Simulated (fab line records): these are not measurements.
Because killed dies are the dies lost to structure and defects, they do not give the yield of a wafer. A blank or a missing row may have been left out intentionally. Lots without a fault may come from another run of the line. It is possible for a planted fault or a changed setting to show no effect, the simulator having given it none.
Code-filled problem report in 8D (eight disciplines) form	flow nandHarc	the parts of the form that need people (team, actions taken, sign-off) are left out

== 1. WHAT WENT WRONG ==
NHARC_END_SORT_01, killedAtArray: mean 568 on 2 wafers (1 lot); fault-free wafers 49, standard deviation 18. That is +29 standard deviations from the usual mean.
Earliest sighting: wafer L727.2 on prober-01 at day 32 08:43. The record holds 3 wafers of 1 lot with a number at this step. By rule, "out" or "out of limits" means more than 4 standard deviations away from the usual mean. The rest of the wafers with a number are treated as sound.

== 2. WHAT IT IS AND WHAT IT IS NOT ==
question	is	is not
which readings at this step	killedAtArray, killedDies	killedAtOther, killedAtPeriphery, killedOpen, killedShort
which lots	L727	-
which wafers of those lots	L727.2, L727.5	L727.3
read on which gauges	prober-01	-
when	from day 32 08:43	up to then (0 sound wafers); but 1 sound wafer of L727 came after

== 3. WHAT RULES OUT EACH SUSPECT ==
Counting: a tool at a process step up to the reading stays a suspect if it ran every lot that is out. Sound lots after the first of them don't rule it out here, since some wafers of a struck lot are sound.
- the gauge at NHARC_END_SORT_01 has been ruled out. All the wafers that are out were read on prober-01, but those of them that NHARC_A_CONTACT_ETCH_106 has rows for are out there too, on other tools.
- rieDiel-12 at NHARC_A_CONTACT_ETCH_78 (etches the open film in O2/COS, target depth 5300 nm, time 1378 s): kept. It ran the lot that is out, L727 (day 29 20:16). NHARC_A_CONTACT_ETCH_78 gives no start for some lots, so the hours and the order of its lots are those of NHARC_A_CONTACT_ETCH_125.
- harCapEtch-02 at NHARC_A_CONTACT_ETCH_125 (etches the open film in C4F8/O2/Ar, time 197 s, target depth 1918 nm): kept. It ran the lot that is out, L727 (day 29 20:16).
- rieDiel-12 at NHARC_A_CONTACT_ETCH_106 (etches the open film in CF4/O2, target depth 90 nm, overetch 9 nm, time 49.5 s): kept. It ran the lot that is out, L727 (day 29 23:18). Its own oesProductAu readings are out on those wafers.
- Within rieDiel-12 at NHARC_A_CONTACT_ETCH_78: the wafers that are out ran in chambers 0, 1; their sound lot-mates ran in chamber 3.
- The sound lot-mates ran in chamber 1 of harCapEtch-02 at NHARC_A_CONTACT_ETCH_125, but the wafers that are out ran in chamber 0.
- The sound lot-mates ran in chamber 2 of rieDiel-12 at NHARC_A_CONTACT_ETCH_106, but the wafers that are out ran in chamber 0.
After the count, these remain: rieDiel-12 at NHARC_A_CONTACT_ETCH_78, harCapEtch-02 at NHARC_A_CONTACT_ETCH_125 and rieDiel-12 at NHARC_A_CONTACT_ETCH_106.

== 4. THE CAUSE (what the simulator had put in) ==
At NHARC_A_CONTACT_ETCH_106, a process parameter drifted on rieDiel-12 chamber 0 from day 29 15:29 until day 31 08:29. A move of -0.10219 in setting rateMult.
Counting left 3 suspects, and this tool is among them.

== 5. THE EFFECT CHAIN, in route order ==
Each row: a reading whose mean over the struck wafers that have a number lies more than 3 standard deviations from the usual. Only readings for which the record gives a usual standard deviation are gone through. hours: the time from each lot's start at the first step in this table that gives one to its start at this step, as a median over the lots. sigmas: the change in usual standard deviations.
hours	step	reading	usual	on struck wafers	change	sigmas
0	NHARC_A_CONTACT_ETCH_106	oesProductAu	1.003 a.u.	0.935	-0.068	-7.1
57	NHARC_END_SORT_01	killedAtArray	49	568	+519	+29
57	NHARC_END_SORT_01	killedDies	54	571	+517	+27
The process steps in it:
- NHARC_A_CONTACT_ETCH_106: etches the open film in CF4/O2, target depth 90 nm, overetch 9 nm, time 49.5 s.

== 6. HOW IT WOULD HAVE BEEN CAUGHT EARLIER ==
In this record the first reading out of limits at a measuring or inspecting step was taken at day 32 08:43, 65 hours after the fault began at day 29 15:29.
The tool's own readings at NHARC_A_CONTACT_ETCH_106 were out on every struck wafer that the step has a row for (oesProductAu): an alarm limit on them would have fired on the first of those.
By day 32 08:43, every lot that is out (1) had started NHARC_A_CONTACT_ETCH_106 on rieDiel-12. Tool hold at that time: it would have spared none of them.
